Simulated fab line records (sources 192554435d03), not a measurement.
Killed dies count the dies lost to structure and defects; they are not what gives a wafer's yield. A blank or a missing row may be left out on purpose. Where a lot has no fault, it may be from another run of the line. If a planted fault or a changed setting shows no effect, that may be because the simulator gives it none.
What tool caused it?	flow n5_finfet	10 lots (27 wafers sampled), 1 step of a 1938-step route

WHAT THE GAUGES SHOWED, per wafer
N5_BEOL_M4_RC_MEAS_101.
lot	measured	on	DIBL_N (mV/V)
L605	day 8 15:50	prober-02	37.2 35.4 34.5
L604	day 8 17:21	prober-01	35.6 34.3 35.9
L606	day 8 18:48	prober-01	35.3 35.4 34.2
L611	day 9 20:37	prober-01	35.3 36.1 36.7
L612	day 10 10:51	prober-02	36.4 34.9 34.9
L613	day 10 16:14	prober-01	34.8 36.0 36.4
L617	day 11 07:46	prober-01	35.8 36.0
L618	day 11 13:34	prober-01	36.8 35.6
L616	day 11 16:56	prober-01	35.5 35.8
L624	day 13 05:38	prober-01	36.0 34.7 37.8

WHICH TOOL RAN EACH LOT (tool, then ch and the chambers of the sampled wafers, then the start)
Before these readings, the record contains no process step.

THE ANSWER, worked out from the rows above alone
Rule: what is usual is taken from the lots themselves. Put in order of their means at a reading, lots are off if they are a third of the lots or fewer, leave a main group of 4 or more, and stand apart from it by a gap of 3 or more times the standard deviation of the main group's means; of several such gaps the widest counts. If all means in a main group match to the digits the tables above print for the reading, that group is not used. Also off: a lot with no number at a reading for which 4 or more lots have one. The other lots that the step has rows for count as sound.
Nothing can be told from this: no lot is off at any reading shown.

WHAT WAS PUT IN BY THE SIMULATOR
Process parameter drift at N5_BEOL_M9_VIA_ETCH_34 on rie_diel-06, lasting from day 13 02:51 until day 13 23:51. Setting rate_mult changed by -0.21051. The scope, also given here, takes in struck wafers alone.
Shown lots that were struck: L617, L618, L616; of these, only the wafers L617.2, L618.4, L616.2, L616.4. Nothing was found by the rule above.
